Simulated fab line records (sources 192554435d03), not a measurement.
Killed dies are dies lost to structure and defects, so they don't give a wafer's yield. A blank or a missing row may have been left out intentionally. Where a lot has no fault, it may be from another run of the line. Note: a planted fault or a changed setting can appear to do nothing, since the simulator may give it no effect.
A struck lot beside a sound one | flow n5 finfet | 16 steps out of a route of 1938
Sound: the wafers L606.1, L606.4, L606.5. Wafers struck: L613.2, L613.3, L613.4. The cause is named last.
Order at every step that has rows: each side's tool, ch and its chambers, its first start. Under that, the readings that differ: sound wafers | struck wafers | difference of the means | sigmas: that difference in standard deviations of wafers without a fault.
alike: a reading whose means differ by less than 2 such deviations, as well as words and numbers matching on both sides. not compared: withheld readings; readings where some wafer has no value; bounds like >300 that might hide an equal value; numbers whose values overlap and for which the record gives no deviation.
A row with sigmas, a row that says differs or no value, or rows on one side alone: a step with any of these is where the two part. Numbers that don't overlap but have no deviation are shown without sigmas and don't part them. Lack of a reading on every wafer of one side parts them only where that side has two or more wafers.

N5_BEOL_M2_STRIP_97: strips in N2/H2, time 10 s.
  sound: rie diel-03 ch 0,2,3; struck: rie diel-03 ch 1,2,3
  alike: drypump motor current A, oes product au, rf vpp V, showerhead plenum p Torr, throttle valve pct
  not compared: rf hours counter h
N5_BEOL_M2_OCD_MEAS_38:
  sound on ocd-01, day 6 19:15; struck on ocd-01, day 8 21:44
  alike: trench depth nm
then, 4 steps without rows for these wafers: N5_BEOL_M2_HM_STRIP_39 (strips TiN in peroxide tin strip, target depth 25 nm, time 158 s); N5_BEOL_M2_SRD_40 (time 30 s); N5_BEOL_M2_PRECLEAN_42 (cleans in residue remover, time 60 s); N5_BEOL_M2_SRD_43 (time 30 s).
N5_BEOL_M2_CD_MEAS_35: target cd 18 nm, target cd y 22.2 nm.
  sound on cd sem-01, day 6 19:24; struck on cd sem-01, day 8 21:54
  alike: cd nm
N5_BEOL_M2_DEGAS_44: time 60 s.
  sound on pvd sputter-02, day 6 19:39; struck on pvd sputter-03, day 8 22:14
  alike: heater power w
N5_BEOL_M2_PRE_CLEAN_45: time 30 s.
  sound on pvd sputter-02, day 6 19:41; struck on pvd sputter-03, day 8 22:16
  alike: heater power w
N5_BEOL_M2_ALD_84: deposits TaN, pulse time 2 s, purge time 3 s, co reactant purge time 2 s.
  sound on ald metal-01 ch 0,2, day 6 19:46; struck on ald metal-01 ch 0,1,3, day 8 22:22
  alike: heater power w
N5_BEOL_M2_SURFACE_TREAT_85:
  sound on pvd sputter-03, day 6 20:00; struck on pvd sputter-02, day 8 22:38
  alike: ar flow sccm
  not compared: throttle valve pct
then, 1 step without rows for these wafers: N5_BEOL_M2_CVD_47 (deposits Co from CCTBA/H2, target thk 3 nm, time 223.8 s).
N5_BEOL_M2_SPUTTER_48: material Cu, target thk 4.5 nm, time 8.29 s.
  sound on pvd sputter-02, day 6 20:16; struck on pvd sputter-03, day 8 23:03
  no value came back on the struck wafers for chamber pressure pa (Pa), chuck gas flow sccm (sccm), throttle valve pct (%); on the sound wafers chamber pressure pa (Pa) reads 0.07025 0.07026 0.07015
then, 1 step without rows for these wafers: N5_BEOL_M2_ANNEAL_49 (time 240 s).
N5_BEOL_M4_RC_MEAS_101:
  sound on prober-01 ch 0, day 7 23:08; struck on prober-01 ch 0, day 9 21:16
  alike: DIBL_N, DIBL_P, IOFF_N, IOFF_P, ION_N, ION_P, SS_N, SS_P, VT_N, VT_P
-- the record jumps here: 4 days lie between the struck wafers' starts before and after (it left off in module BEOL_M4 and takes up again in module PASSIVATION, whose first step shown is number 1936 of the route) --
N5_PASSIVATION_PROBE_49:
  the record has rows for the struck wafers here (prober-01, day 14 07:24) and none for the sound ones

## WHERE THEY PART
Earliest at N5_BEOL_M2_SPUTTER_48; latest, in this record, at N5_PASSIVATION_PROBE_49.

WHY: what had been put in by the simulator
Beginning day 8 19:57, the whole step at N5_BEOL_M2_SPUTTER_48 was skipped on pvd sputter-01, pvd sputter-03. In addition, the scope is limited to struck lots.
